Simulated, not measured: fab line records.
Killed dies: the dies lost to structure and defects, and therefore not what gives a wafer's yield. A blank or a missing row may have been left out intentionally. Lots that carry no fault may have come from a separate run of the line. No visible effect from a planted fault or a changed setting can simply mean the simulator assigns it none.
Matching of chambers / flow n5Finfet / pecvd-04 running N5_BEOL_M12_DEP_53: 3 sister chambers
The step deposits SiCN from 3MS/NH3, target thk 30 nm, time 10.5 s. 3 wafers are shown with their chamber, then 11 later ones without.

== WAFERS, EACH WITH ITS CHAMBER ==
wafer=L084.3; chamber=0; throttleValvePct (%)=19.3
wafer=L084.6; chamber=1; throttleValvePct (%)=18.2
wafer=L088.1; chamber=2; throttleValvePct (%)=17.3

== WAFERS WHOSE CHAMBER IS MISSING ==
wafer=L088.5; throttleValvePct (%)=17.2
wafer=L088.6; throttleValvePct (%)=19.6
wafer=L090.2; throttleValvePct (%)=18.4
wafer=L090.4; throttleValvePct (%)=19.5
wafer=L090.5; throttleValvePct (%)=17.3
wafer=L092.1; throttleValvePct (%)=18.3
wafer=L092.4; throttleValvePct (%)=17.3
wafer=L092.6; throttleValvePct (%)=18.6
wafer=L096.4; throttleValvePct (%)=19.7
wafer=L096.5; throttleValvePct (%)=18.5
wafer=L096.6; throttleValvePct (%)=17.3

== WHICH CHAMBER EACH ONE RAN IN ==
wafer=L088.5; from the rows above=2; in truth=2
wafer=L088.6; from the rows above=0; in truth=0
wafer=L090.2; from the rows above=1; in truth=1
wafer=L090.4; from the rows above=0; in truth=0
wafer=L090.5; from the rows above=2; in truth=2
wafer=L092.1; from the rows above=1; in truth=1
wafer=L092.4; from the rows above=2; in truth=2
wafer=L092.6; from the rows above=can't be placed: 1 or 0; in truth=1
wafer=L096.4; from the rows above=0; in truth=0
wafer=L096.5; from the rows above=1; in truth=1
wafer=L096.6; from the rows above=2; in truth=2
Placed correctly: 10 of 11. From these rows, 1 cannot be placed; in 1 the true chamber is one of the candidates. 0 placed wrongly.
How it was worked out, from the rows above alone: a wafer's distance from a chamber is the root of the sum, over the readings, of the square of ((its reading less the chamber's mean) divided by the reading's scatter). If the next closest chamber is less than 2 further off than the closest, the wafer can't be placed; otherwise it belongs to the closest. The mean given for a chamber averages the wafers shown for that chamber. The scatter (one wafer shown for each chamber): square how far every hidden wafer sits from the nearest shown wafer, average those squares and take the square root.
